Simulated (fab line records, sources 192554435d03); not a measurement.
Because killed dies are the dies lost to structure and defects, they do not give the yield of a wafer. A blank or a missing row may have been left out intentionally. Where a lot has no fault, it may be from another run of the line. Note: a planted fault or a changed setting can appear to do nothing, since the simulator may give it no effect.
fab line records    flow n5-finfet
[record] lots = 7  wafers = 19  last-day = 18
route steps=1938 shown SD_EPI_N@280 BEOL_M4@1111 PASSIVATION@1936
lots that met no fault: from a run of the same line without faults
start-h: hours from the record's first day to the start of the lot's first wafer shown    wait-h: hours from the lot's prior step to this one    " identical to the entry in the row above    L1.1+2: one row covering several wafers at once    - no value present, or no start provided    * or withheld: withheld    < > ~ a bound
route shown NAME@n: NAME is a module with steps in the file, n the number in the route of the first one    usual: mean and standard deviation over wafers with no fault    same: alike in all rows    chamber/n: place in a boat    sites: each site's reading    _std_site: the values' standard deviation    _edge_site: the outer-site mean with the inner-site mean subtracted    radius-mm: for every site, how far away it sits from the centre of the wafer    mask NAME#n: copy n    behind: tool/chamber where the wafer was last shaped    hold: why the lot went on hold/how many hours it stayed there/how the hold came to an end    device: the n, p or np transistor that did not switch    end of line: tests of these same wafers at the route's end    a step with no rows: only its recipe    killed: count of dies lost to structure and defects at first sort (not the wafer's yield)    map: shows each die of a wafer: x if killed, . if not, _ if none is there
set.NAME: setting as actually run; set.NAME@STEP: the setting as run at that earlier step    model.NAME: the simulator's own value behind a step, which no gauge read
lots at some steps of the route; a table a step, a row a wafer
services: when a tool's chamber went out of use (start-h, in hours from the record's first day, below 0 if earlier), for how many hours, and the reason
[[steps]]
[step N5_SD_EPI_N_STRIP_47]
[recipe] chemistry = CHF3/O2  resist = SiARC  rf-frequency-hz = 6e+07
[step N5_SD_EPI_N_SD_RECESS_17]
[recipe] chemistry = HBr/Cl2/O2  target-depth-a = 410  mask-material = SOC  time-s = 23.7  bt-time-s = 3  pressure-mtorr = 10  icp-w = 800  bias-w = 112  HBr_flow_sccm = 150  Cl2_flow_sccm = 80  O2_flow_sccm = 12
[usual] drypump-motor-current-A = 5.7/0.34  oes-product-au = 1.007/0.015  throttle-valve-pct = 37.08/0.25
lot.wafer  tool       chamber  start-h  wait-h  drypump-motor-current-A  oes-product-au  rf-hours-counter-h  throttle-valve-pct
L726.1     rie-si-06  0        60.90    0.0     6.0                      1.032           41                  37.09
L726.2     "          3        "        "       6.3                      1.003           110                 37.73
L726.6     "          3        "        "       6.3                      1.008           -                   37.75
L732.1     rie-si-04  2        95.75    0.0     5.7                      0.986           147                 36.87
L732.3     "          3        "        "       5.9                      1.024           180                 37.16
L732.6     "          3        "        "       5.9                      1.027           -                   37.16
L731.3     rie-si-06  2        96.77    0.0     5.0                      1.017           65                  37.00
L731.5     "          2        "        "       5.0                      1.032           -                   36.99
L731.6     "          3        "        "       6.2                      1.008           -                   37.76
L733.1     rie-si-06  2        102.23   0.0     4.9                      1.021           65                  36.97
L733.2     "          0        "        "       5.9                      1.040           41                  37.08
L733.3     "          1        "        "       5.3                      1.013           169                 36.81
L745.3     rie-si-04  1        169.82   0.0     5.6                      0.994           63                  36.92
L745.5     "          1        "        "       5.6                      1.001           -                   36.91
L746.3     rie-si-06  1        175.19   0.0     5.3                      0.996           171                 36.81
L746.5     "          2        "        "       4.9                      1.019           -                   36.99
L747.1     rie-si-04  2        183.68   0.0     5.7                      0.993           149                 36.86
L747.2     "          1        "        "       5.6                      1.001           64                  36.93
L747.4     "          0        "        "       5.9                      1.002           34                  37.11
[step N5_SD_EPI_N_STRIP_38]
[recipe] chemistry = N2/H2  power-w = 1000  temp-c = 250  h2-frac = 0.65  overash-fraction = 0.3  pressure-mtorr = withheld  n2-flow-sccm = 1750  h2-flow-sccm = 3250
[usual] drypump-motor-current-A = 5.8/0.35  heater-power-w = 345/11  oes-product-au = 0.760/0.011
lot.wafer  tool             chamber  start-h  wait-h  drypump-motor-current-A  heater-power-w  oes-product-au  rf-hours-counter-h
L726.1     plasma-asher-02  0        61.00    0.1     5.6                      354             0.765           86
L726.2     "                1        "        "       6.2                      338             0.762           86
L726.6     "                1        "        "       6.2                      334             0.764           -
L732.1     plasma-asher-01  0        95.84    0.1     5.2                      326             0.768           42
L732.3     "                1        "        "       5.9                      350             0.773           -
L732.6     "                0        "        "       5.2                      330             0.757           -
L731.3     plasma-asher-02  1        96.88    0.1     6.2                      338             0.750           -
L731.5     "                1        "        "       6.2                      342             0.763           -
L731.6     "                0        "        "       5.7                      358             0.754           -
L733.1     plasma-asher-02  1        102.32   0.1     6.2                      332             0.777           92
L733.2     "                0        "        "       5.7                      363             0.771           92
L733.3     "                0        "        "       5.7                      364             0.764           -
L745.3     plasma-asher-02  1        169.97   0.1     6.2                      339             0.755           -
L745.5     "                0        "        "       5.6                      349             0.763           -
L746.3     plasma-asher-02  0        175.31   0.1     5.7                      360             0.771           -
L746.5     "                1        "        "       6.2                      334             0.760           -
L747.1     plasma-asher-02  1        183.78   0.1     6.2                      342             0.749           118
L747.2     "                0        "        "       5.7                      365             0.762           118
L747.4     "                0        "        "       5.7                      361             0.751           -
[step N5_SD_EPI_N_WET_ETCH_43]
[recipe] chemistry = dHF  dilution = withheld  time-s = 14  target = SiO2  target-depth-a = 15  temp-c = 25
[step N5_SD_EPI_N_STRIP_18]
[recipe] chemistry = SPM  time-s = 750  temp-c = 130  h2so4-h2o2-vol-ratio = 4
[step N5_SD_EPI_N_SRD_20]
[recipe] dry = ipa-marangoni  do-ppb = 5  time-s = 30  temp-c = 23  rinse-liquid = diw
[step N5_SD_EPI_N_PRECLEAN_48]
[recipe] chemistry = NF3:NH3  afs-cycles = 2  temp-c = 30  time-s = 20  sublimation-temp-c = 180  sublimation-time-s = 60  pressure-torr = 3  rf-power-w = 30
[step N5_SD_EPI_N_VAPOR_ETCH_50]
[recipe] chemistry = HCl  target = Si  temp-c = 775  time-s = 54  pressure-torr = 20  mode = isotropic
[usual] lamp-inner-pct = 20.0/1.3  susceptor-temp-C = 775.0/0.34  throttle-valve-pct = 11.42/0.17
lot.wafer  tool          chamber  start-h  wait-h  lamp-inner-pct  susceptor-temp-C  throttle-valve-pct
L726.1     epi-rpcvd-01  0        61.71    0.3     18.2            775.3             11.36
L726.2     "             0        "        "       18.4            775.9             11.70
L726.6     "             0        "        "       18.4            775.1             11.45
L732.1     epi-rpcvd-02  0        96.55    0.3     22.1            775.1             11.44
L732.3     "             0        "        "       22.6            775.0             11.45
L732.6     "             0        "        "       22.3            775.2             11.23
L731.3     epi-rpcvd-01  0        97.63    0.2     18.6            775.1             11.46
L731.5     "             0        "        "       18.4            774.9             11.66
L731.6     "             0        "        "       18.6            774.8             11.46
L733.1     epi-rpcvd-04  0        103.03   0.3     20.0            774.2             11.48
L733.2     "             0        "        "       20.3            774.6             11.04
L733.3     "             0        "        "       20.5            774.7             11.53
L745.3     epi-rpcvd-04  0        170.72   0.2     20.4            774.7             11.59
L745.5     "             0        "        "       20.3            775.0             11.47
L746.3     epi-rpcvd-04  0        176.07   0.2     20.1            774.7             11.25
L746.5     "             0        "        "       20.4            774.8             11.42
L747.1     epi-rpcvd-04  0        184.49   0.3     20.2            774.9             11.39
L747.2     "             0        "        "       20.2            775.4             11.59
L747.4     "             0        "        "       20.3            775.2             11.58
[step N5_SD_EPI_N_EPI_21]
[recipe] material = Si:P  dopant = P  temp-c = 680  pressure-torr = 255  time-s = 690
[step N5_SD_EPI_N_EPI_MEAS_23]
[recipe] mode = xrd
[usual] thk-nm = 58.9/1.2
lot.wafer  tool           chamber  start-h  wait-h  thk-nm
L726.1     film-metro-01  -        63.61    1.4     59.3
L726.2     "              -        "        "       59.3
L726.6     "              -        "        "       57.5
L732.1     film-metro-01  -        98.45    1.4     59.1
L732.3     "              -        "        "       59.4
L732.6     "              -        "        "       58.2
L731.3     film-metro-01  -        99.48    0.9     60.2
L731.5     "              -        "        "       60.2
L731.6     "              -        "        "       59.4
L733.1     film-metro-02  -        104.93   1.4     58.8
L733.2     "              -        "        "       59.3
L733.3     "              -        "        "       60.7
L745.3     film-metro-01  -        172.56   0.9     58.9
L745.5     "              -        "        "       59.1
L746.3     film-metro-01  -        177.91   0.9     59.5
L746.5     "              -        "        "       59.6
L747.1     film-metro-01  -        186.38   1.4     61.8
L747.2     "              -        "        "       58.9
L747.4     "              -        "        "       61.2
[step N5_SD_EPI_N_PRECLEAN_24]
[recipe] chemistry = O3/DIW  time-s = 60  temp-c = 22  o3-ppm = 10
[step N5_SD_EPI_N_SRD_25]
[recipe] time-s = 30  temp-c = 23  rinse-liquid = diw  dry = ipa-marangoni
[step N5_SD_EPI_N_PRECLEAN_49]
[recipe] chemistry = NF3:NH3  afs-cycles = 1  temp-c = 30  time-s = 20  sublimation-temp-c = 180  sublimation-time-s = 60  pressure-torr = 3  rf-power-w = 30
[usual] sublimation-temp-c = 180.02/0.17  time-s = 20/0
lot.wafer  tool              chamber  start-h  wait-h  sublimation-temp-c  time-s
L726.1     remote-plasma-02  0        63.71    0.0     180.14              20
L726.2     "                 0        "        "       179.91              20
L726.6     "                 0        "        "       179.92              20
L732.1     remote-plasma-01  1        98.55    0.0     180.01              20
L732.3     "                 1        "        "       180.15              20
L732.6     "                 1        "        "       180.17              20
L731.3     remote-plasma-02  1        99.63    0.1     179.96              20
L731.5     "                 1        "        "       179.93              20
L731.6     "                 1        "        "       180.16              20
L733.1     remote-plasma-02  1        105.04   0.0     179.95              20
L733.2     "                 1        "        "       179.94              20
L733.3     "                 1        "        "       179.74              20
L745.3     remote-plasma-01  1        172.73   0.1     180.26              12.005
L745.5     "                 1        "        "       179.96              20
L746.3     remote-plasma-01  0        178.06   0.1     179.86              12.005
L746.5     "                 0        "        "       180.04              20
L747.1     remote-plasma-01  1        186.49   0.0     180.08              20
L747.2     "                 1        "        "       180.17              20
L747.4     "                 1        "        "       180.20              12.005
[step N5_SD_EPI_N_LINER_46]
[recipe] material = SiNx  target-thk-a = 30  temp-c = 400  ald-precursor-family = SiH2I2  ald-co-reactant = N2/H2-plasma  pressure-torr = 2
[usual] heater-power-w = 835/76  susceptor-temp-C = 400.03/0.21
lot.wafer  tool        chamber  start-h  wait-h  heater-power-w  susceptor-temp-C
L726.1     ald-sin-04  2        64.38    0.6     907             400.28
L726.2     "           0        "        "       899             399.93
L726.6     "           2        "        "       900             400.18
L732.1     ald-sin-03  0        99.25    0.7     813             400.05
L732.3     "           3        "        "       994             400.09
L732.6     "           3        "        "       996             399.92
L731.3     ald-sin-04  0        99.78    0.1     896             399.73
L731.5     "           3        "        "       688             400.03
L731.6     "           0        "        "       863             400.11
L733.1     ald-sin-04  3        105.27   0.2     721             399.88
L733.2     "           1        "        "       851             400.31
L733.3     "           0        "        "       891             400.03
L745.3     ald-sin-04  0        172.87   0.1     854             399.66
L745.5     "           1        "        "       857             399.79
L746.3     ald-sin-03  2        178.21   0.1     822             400.07
L746.5     "           3        "        "       1000            399.68
L747.1     ald-sin-04  3        186.83   0.3     706             399.86
L747.2     "           2        "        "       869             400.50
L747.4     "           3        "        "       730             399.86
[step N5_BEOL_M4_RC_MEAS_101]
[usual] DIBL_N = 35.8/1.8  DIBL_P = 35.9/2.2  IOFF_N = 0.16/0.035  IOFF_P = 0.21/0.04  ION_N = 672/11  ION_P = 461/7.4  SS_N = 71.4/0.64  SS_P = 73.2/0.67  VT_N = 250/3.5  VT_P = -251/3.4
lot.wafer  tool       chamber  start-h  wait-h  DIBL_N[mV/V]  DIBL_P[mV/V]  IOFF_N[nA/um]  IOFF_P[nA/um]  ION_N[uA/um]  ION_P[uA/um]  SS_N[mV/dec]  SS_P[mV/dec]  VT_N[mV]  VT_P[mV]
L726.1     prober-01  0        183.10   0.0     34.2          35.4          0.17           0.23           678           466           71.7          73.4          246       -246
L726.2     "          0        "        "       36.1          37.3          0.19           0.24           678           467           72.5          73.3          247       -248
L726.6     "          0        "        "       35.5          36.5          0.19           0.24           685           472           71.4          72.6          246       -247
L732.1     prober-01  0        209.06   0.0     39.2          39.8          0.21           0.28           683           471           72.4          74.1          247       -248
L732.3     "          0        "        "       35.0          34.5          0.13           0.18           677           461           71.0          72.1          253       -249
L732.6     "          0        "        "       35.9          35.9          0.14           0.21           664           465           72.0          72.6          251       -253
L733.1     prober-02  0        213.59   0.0     34.0          34.4          0.12           0.18           655           458           70.8          72.5          252       -252
L733.2     "          0        "        "       38.7          39.8          0.22           0.25           696           468           71.7          74.9          243       -252
L733.3     "          0        "        "       36.7          37.7          0.16           0.23           674           463           71.6          74.4          250       -251
L731.3     prober-01  0        217.14   0.3     34.8          36.6          0.13           0.18           655           452           70.9          73.0          254       -256
L731.5     "          0        "        "       32.6          33.9          0.10           0.14           654           451           70.8          71.8          254       -256
L731.6     "          0        "        "       35.3          36.1          0.14           0.17           665           454           71.4          72.6          252       -253
L745.3     prober-02  0        282.87   0.3     34.8          35.0          0.14           0.20           655           460           71.7          72.7          256       -249
L745.5     "          0        "        "       36.0          36.0          0.17           0.22           664           463           72.4          73.0          249       -250
L746.3     prober-01  0        288.10   0.3     36.5          36.8          0.15           0.20           674           468           71.4          73.9          251       -255
L746.5     "          0        "        "       33.8          33.5          0.11           0.15           665           456           71.1          73.0          253       -256
L747.1     prober-02  0        308.84   0.0     37.2          35.6          0.16           0.21           680           468           71.4          72.7          250       -251
L747.2     "          0        "        "       34.5          31.9          0.12           0.17           660           462           71.7          72.6          254       -253
L747.4     "          0        "        "       35.4          33.2          0.13           0.18           665           455           71.1          73.0          253       -253
[step N5_PASSIVATION_PROBE_49]
[usual] defect-limited-yield = 91.0/1.5  killed_at_M0_to_M3 = 34/9.1  killed_at_M4_up = 14/5.7  killed-at-contacts = 13/5.7  killed-at-front-end = 42/12  killed-at-other = 4/3.4  killed-dies = 106/17  killed-open = 70/13  killed-short = 34/7.5  sort_bin_5_function = 5.2/0.94  sort_bin_6_memory = 3.4/0.69  sort-n-pass = 1074/17  sort-yield-pct = 91.0/1.5
[same] gross-dies = 1180  killed-at-back-side = 0  sort_bin_4_leakage[%] = 0  sort_bin_8_speed[%] = 0
lot.wafer  tool       chamber  start-h  wait-h  defect-limited-yield[%]  killed_at_M0_to_M3  killed_at_M4_up  killed-at-contacts  killed-at-front-end  killed-at-other  killed-dies  killed-open  killed-short  sort_bin_5_function[%]  sort_bin_6_memory[%]  sort-n-pass  sort-yield-pct[%]
L731.3     prober-01  -        322.99   0.1     91.6                     25                  14               15                  41                   4                99           65           33            4.8                     3.2                   1081         91.6
L731.5     prober-01  -        323.09   0.2     90.5                     46                  12               16                  32                   6                112          74           36            6.1                     3.1                   1068         90.5
L731.6     prober-01  -        323.14   0.3     91.0                     33                  11               12                  46                   4                106          62           41            4.8                     4.0                   1074         91.0
L745.3     prober-02  -        384.08   0.1     90.3                     43                  6                11                  52                   2                114          80           34            5.2                     4.0                   1066         90.3
L745.5     prober-02  -        384.18   0.2     89.7                     44                  18               2                   52                   6                122          77           39            6.9                     2.6                   1058         89.7
L746.5     prober-02  -        395.92   0.2     90.8                     43                  16               12                  34                   4                109          74           33            5.7                     3.4                   1071         90.8
// killed by level:class
L731.3 MOL_CONTACT_COAG:geometric-particle:open=12 BEOL_M2:geometric-particle:open=11 STI_FIN_REVEAL:geometric-particle:open=9 BEOL_M4:geometric-particle:open=8 GATE_CUT:geometric-particle:short=7 BEOL_M1:geometric-particle:open=6 FIN_SAQP:geometric-particle:open=5 GATE_CUT:geometric-particle:open=5
L731.5 MOL_CONTACT_COAG:geometric-particle:open=13 BEOL_M2:geometric-particle:open=12 BEOL_M1:geometric-particle:open=11 BEOL_M0_SAQP:geometric-particle:short=10 BEOL_M4:geometric-particle:open=9 STI_FIN_REVEAL:geometric-particle:open=6 GATE_CUT:geometric-particle:short=5 BEOL_M0_SAQP:geometric-particle:open=4
L731.6 BEOL_M2:geometric-particle:open=12 STI_FIN_REVEAL:geometric-particle:open=9 MOL_CONTACT_COAG:geometric-particle:open=9 GATE_CUT:geometric-particle:short=8 FIN_SAQP:geometric-particle:open=7 BEOL_M4:geometric-particle:open=6 BEOL_M1:geometric-particle:short=6 STARTING-WAFER:geometric-particle:short=6
L745.3 FIN_SAQP:geometric-particle:open=14 STI_FIN_REVEAL:geometric-particle:open=13 BEOL_M2:geometric-particle:open=9 FIN_SAQP:geometric-particle:short=8 MOL_CONTACT_COAG:geometric-particle:open=8 BEOL_M0_SAQP:geometric-particle:open=8 BEOL_M0_SAQP:geometric-particle:short=8 BEOL_M3:geometric-particle:open=8
L745.5 STI_FIN_REVEAL:geometric-particle:open=14 BEOL_M2:geometric-particle:open=11 BEOL_M0_SAQP:geometric-particle:open=6 ILD0:geometric-particle:open=6 BEOL_M0_SAQP:geometric-particle:short=6 BEOL_M3:geometric-particle:open=6 BEOL_M4:geometric-particle:open=6 HKMG_FIN:area-etch=6
L746.5 MOL_CONTACT_COAG:geometric-particle:open=10 FIN_SAQP:geometric-particle:short=8 BEOL_M0_SAQP:geometric-particle:open=8 BEOL_M3:geometric-particle:open=8 BEOL_M6:geometric-particle:open=7 STI_FIN_REVEAL:geometric-particle:open=6 BEOL_M0_SAQP:geometric-particle:short=6 BEOL_M2:geometric-particle:open=6
[[services]]
tool              chamber  start-h  hours  kind
epi-rpcvd-01      -        37.48    1.3    repair
epi-rpcvd-02      -        39.03    0.5    repair
ald-sin-04        3        48.05    11.2   repair
rie-si-06         -        64.93    0.8    repair
plasma-asher-02   -        67.08    8.9    repair
ald-sin-04        -        85.25    14.0   pm
ald-sin-04        0        85.25    14.0   vent-cycle
ald-sin-04        1        85.25    14.0   vent-cycle
ald-sin-04        2        85.25    14.0   vent-cycle
ald-sin-04        3        85.25    14.0   vent-cycle
ald-sin-04        0        99.25    -      clean
ald-sin-04        1        99.25    -      clean
ald-sin-04        2        99.25    -      clean
ald-sin-04        3        99.25    -      clean
plasma-asher-01   -        100.83   17.6   repair
epi-rpcvd-04      -        143.50   2.8    pm
plasma-asher-01   -        144.23   41.7   repair
epi-rpcvd-01      -        160.40   1.8    repair
ald-sin-03        -        174.14   0.8    repair
remote-plasma-02  -        180.93   0.8    repair
[[key]]
[first-sign] step = N5_SD_EPI_N_PRECLEAN_49  reading = time-s  direction = down  sigmas = 99+  usual = *  struck = *
effect none on later readings
met-at N5_SD_EPI_N_PRECLEAN_49
struck-wafers L745.3,L746.3,L747.4
onset-between 98.55 172.73
[fault] kind = process-parameter-drift  tool = remote-plasma-01  chamber = -  onset-h = 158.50  steps = N5_SD_EPI_N_PRECLEAN_49  channel = time-s  offset = *  shape = step  end-h = 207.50  scope = struck-wafers-only  acts-in = *  stated = *
